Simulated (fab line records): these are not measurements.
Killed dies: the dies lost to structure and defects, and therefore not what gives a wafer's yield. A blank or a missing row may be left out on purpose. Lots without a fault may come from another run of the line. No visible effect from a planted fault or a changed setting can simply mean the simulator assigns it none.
Comparing a struck lot with a sound one || flow nandHarc || 41 out of 1302 route steps
Sound: the wafers L201.1, L201.3, L201.6. Struck: wafer L218.1 (L218.2, L218.4, from the same lot, were not struck and are left out); the cause is given at the end.
Order at every step that has rows: each side's tool, ch and its chambers, its first start. Under that, the readings that differ: sound wafers || struck wafers || difference of the means || sigmas: that difference in standard deviations of wafers without a fault.
alike: readings whose means differ by less than 2 such deviations, and words and numbers that are the same on both sides. not compared: withheld readings, readings that some wafer has no value for, bounds like >300 that may hide the same value, and numbers for which the record gives no deviation and whose values overlap.
Wherever a step has rows on one side only, a row that says differs or no value, or a row with sigmas, the two part there. Numbers that don't overlap but have no deviation are shown without sigmas and don't part them. A reading that every wafer of one side lacks parts them only if that side has two wafers or more.

NHARC_P_M1_OVL_MEAS_10: pitch 260 nm.
  struck on overlay-02, day 14 06:05; sound on overlay-02, day 6 22:29
  alike: overlayXNm, overlayYNm
NHARC_P_M1_INSPECT_11:
  struck on defectInspect-01, day 14 06:08; sound on defectInspect-02, day 6 22:31
  alike: rawDefectCount
then, 3 steps without rows for these wafers: NHARC_P_M1_DESCUM_14 (chemistry O2, time 3 s); NHARC_P_M1_ETCH_35 (etches the open film in N2/H2, target depth 40 nm, overetch 12 nm, time 43.94 s); NHARC_P_M1_ETCH_15 (etches the open film in C4F8/Ar, target depth 182.5 nm, time 91.2 s).
NHARC_P_M1_CD_MEAS_16:
  struck on cdSem-02, day 14 06:31; sound on cdSem-03, day 6 22:53
{"reading": "cdNm (nm)", "sound": "130.2 128.2 128.9", "struck": 130.9, "difference": "+1.8", "sigmas": "+2"}
NHARC_P_M1_STRIP_18: strips in N2/H2.
  sound on rieDiel-07 ch 1,2,3, day 6 23:01; struck on rieDiel-07 ch 1, day 14 06:37
  alike: drypumpMotorCurrentA, oesProductAu, rfVppV, showerheadPlenumPTorr, throttleValvePct
  not compared: rfHoursCounterH
then, 4 steps without rows for these wafers: NHARC_P_M1_ETCH_28 (etches the open film in CF4/N2, target depth 30 nm, time 72.99 s); NHARC_P_M1_STRIP_19 (strips in post etch residue remover, time 600 s); NHARC_P_M1_DEGAS_29 (time 60 s); NHARC_P_M1_PRE_CLEAN_30 (time 30 s).
NHARC_P_M1_PVD_20: deposits TaN, target thk 5 nm, time 8.06 s.
  sound on pvdSputter-03; struck on pvdSputter-01
  alike: throttleValvePct
NHARC_P_M1_PVD_21: deposits Cu, target thk 30 nm, time 20.49 s.
  struck on pvdSputter-01, day 14 07:28; sound on pvdSputter-03, day 6 23:52
  alike: throttleValvePct
then, 4 steps without rows for these wafers: NHARC_P_M1_ECD_22 (material Cu, target thk 400 nm); NHARC_P_M1_ANNEAL_31 (time 90 s); NHARC_P_M1_CMP_23 (polishes, t overpolish 20 s, target thk 157.82 nm); NHARC_P_M1_SRD_25.
NHARC_P_M1_INSPECT_27:
  struck on defectInspect-01, day 14 08:48; sound on defectInspect-02, day 7 01:11
  alike: rawDefectCount
NHARC_P_M1_PRE_CLEAN_32: time 12 s.
  sound on pecvd-01 ch 0,1,2, day 7 01:16; struck on pecvd-02 ch 1, day 14 08:52
  alike: heaterPowerW
NHARC_P_M1_DEP_33: deposits SiCN, target thk 30 nm.
  sound on pecvd-01 ch 0,1,2, day 7 01:23; struck on pecvd-02 ch 1, day 14 08:57
  alike: heaterPowerW
then, 10 steps without rows for these wafers: NHARC_P_M2_DEP_00 (deposits SiOC, target thk 182.5 nm); NHARC_P_M2_DEHYDRATE_01 (time 120 s); NHARC_P_M2_HMDS_02 (time 30 s); NHARC_P_M2_COAT_34 (time 65 s); NHARC_P_M2_COAT_03 (resist thk 90 nm); NHARC_P_M2_SOFTBAKE_04 (time 55 s); NHARC_P_M2_EBR_05; NHARC_P_M2_EXPOSE_06 (exposes mask P M2, target cd 170 nm); NHARC_P_M2_PEB_07 (peb time 65 s); NHARC_P_M2_DEVELOP_08 (develop time 35 s).
NHARC_P_M2_CD_MEAS_09: target cd 170 nm.
  the record has rows for the sound wafers here (cdSem-03 ch 0, day 7 02:35) and none for the struck ones
NHARC_P_M2_OVL_MEAS_10: pitch 340 nm.
  the record holds rows for the sound wafers here (overlay-02, day 7 02:40) but none for the struck ones
NHARC_P_M2_INSPECT_11:
  the record holds rows for the sound wafers here (defectInspect-01, day 7 02:42) but none for the struck ones
then, 1 step without rows for these wafers: NHARC_P_M2_DESCUM_14 (chemistry O2, time 3 s).
NHARC_P_M2_ETCH_35: etches the open film in N2/H2, target depth 40 nm, overetch 12 nm, time 43.94 s.
  the record has rows for the sound wafers here (rieDiel-03 ch 0,1,3, day 7 02:51) and none for the struck ones
then, 1 step without rows for these wafers: NHARC_P_M2_ETCH_15 (etches the open film in C4F8/Ar, target depth 182.5 nm, time 91.2 s).
NHARC_P_M2_CD_MEAS_16:
  the record holds rows for the sound wafers here (cdSem-02, day 7 03:04) but none for the struck ones
then, 3 steps without rows for these wafers: NHARC_P_M2_STRIP_18 (strips in N2/H2); NHARC_P_M2_ETCH_28 (etches the open film in CF4/N2, target depth 30 nm, time 72.99 s); NHARC_P_M2_STRIP_19 (strips in post etch residue remover, time 600 s).
-- record jumps: 19 days between struck wafers' starts before vs after; left off in module P_M2, resumes in module END, first step shown is number 1302 of the route --
NHARC_END_SORT_01:
  here the record holds rows for the struck wafers (prober-02 ch 0, day 33 05:56) but none for the sound ones

== WHERE THEY PART ==
First at NHARC_P_M1_CD_MEAS_16; last, within this record, at NHARC_END_SORT_01.

WHY: what the simulator had put in
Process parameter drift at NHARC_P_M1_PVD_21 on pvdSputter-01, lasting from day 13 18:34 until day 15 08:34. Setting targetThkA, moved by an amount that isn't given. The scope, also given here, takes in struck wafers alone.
